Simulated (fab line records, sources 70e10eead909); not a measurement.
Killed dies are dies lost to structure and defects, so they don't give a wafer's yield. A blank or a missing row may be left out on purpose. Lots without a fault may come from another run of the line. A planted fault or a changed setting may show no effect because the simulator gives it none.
A struck lot beside a sound one | flow nand_harc | 16 steps out of a route of 1302
Sound: wafers L281.3, L281.4, L281.6. Struck: wafer L295.3. (L295.5 of the same lot was not struck and is left out.) The cause comes at the end.
At each step with rows: each side's tool, then ch and its chambers, then its first start. Under that, the readings that differ: sound wafers | struck wafers | difference of the means | sigmas: that difference in standard deviations of wafers without a fault.
alike: readings whose means differ by less than 2 such deviations, and words and numbers that are the same on both sides. not compared: withheld readings, readings that some wafer has no value for, bounds like >300 that may hide the same value, and numbers for which the record gives no deviation and whose values overlap.
The two part at a step that has a row with sigmas, a row that says differs or no value, or rows on one side only. Numbers that don't overlap but have no deviation are shown without sigmas and don't part them. A reading that every wafer of one side lacks parts them only if that side has two wafers or more.

NHARC_A_ONON_D2_THK_MEAS_02: measures by ellipsometry.
  sound on film_metro-02, day 14 07:49; struck on film_metro-01, day 19 13:25
  alike: thk_nm
then, 1 step without rows for these wafers: NHARC_A_ONON_D2_DEP_03 (target thk 1000 nm).
NHARC_A_ONON_D2_THK_MEAS_05: measures by ellipsometry.
  sound on film_metro-01, day 14 08:22; struck on film_metro-02, day 19 13:59
  alike: thk_nm
then, 1 step without rows for these wafers: NHARC_A_ONON_D2_DEP_06 (target thk 1000 nm).
NHARC_A_ONON_D2_THK_MEAS_08: measures by ellipsometry.
  sound on film_metro-01, day 14 08:57; struck on film_metro-01, day 19 14:32
  alike: thk_nm
then, 1 step without rows for these wafers: NHARC_A_ONON_D2_DEP_09 (target thk 1000 nm).
NHARC_A_ONON_D2_THK_MEAS_11: measures by ellipsometry.
  sound on film_metro-01, day 14 09:31; struck on film_metro-02, day 19 15:07
  alike: thk_nm
then, 1 step without rows for these wafers: NHARC_A_ONON_D2_DEP_12 (target thk 1000 nm).
NHARC_A_ONON_D2_THK_MEAS_14: measures by ellipsometry.
  sound on film_metro-02, day 14 10:05; struck on film_metro-01, day 19 15:42
  alike: thk_nm
then, 2 steps without rows for these wafers: NHARC_A_ONON_D2_ANNEAL_15 (time 3600 s); NHARC_A_ONON_D2_DEP_16 (target thk 1000 nm).
NHARC_A_ONON_D2_THK_MEAS_18: measures by ellipsometry.
  sound on film_metro-01, day 14 17:51; struck on film_metro-02, day 19 23:04
  alike: thk_nm
NHARC_A_ONON_D2_DEP_19: target thk 1000 nm.
  sound on pecvd_onon-04 ch 0, day 14 18:01; struck on pecvd_onon-02 ch 0, day 19 23:14
  alike: sih4_flow_sccm
NHARC_A_ONON_D2_THK_MEAS_21: measures by ellipsometry.
  sound on film_metro-02, day 14 18:25; struck on film_metro-01, day 19 23:38
  reading     | sound          | struck | difference | sigmas
  thk_nm (nm) | 1009 1011 1009 | 1533   | +523       | +55
then, 1 step without rows for these wafers: NHARC_A_ONON_D2_DEP_22 (target thk 1000 nm).
-- the record jumps here: 12 days lie between the struck wafers' starts before and after (it left off in module A_ONON_D2 and takes up again in module END, whose first step shown is number 1302 of the route) --
NHARC_END_SORT_01:
  the record has rows for the struck wafers here (prober-01 ch 0, day 32 01:47) and none for the sound ones

WHERE THEY PART
First at NHARC_A_ONON_D2_THK_MEAS_21; last, within this record, at NHARC_END_SORT_01.

WHY: what the simulator had put in
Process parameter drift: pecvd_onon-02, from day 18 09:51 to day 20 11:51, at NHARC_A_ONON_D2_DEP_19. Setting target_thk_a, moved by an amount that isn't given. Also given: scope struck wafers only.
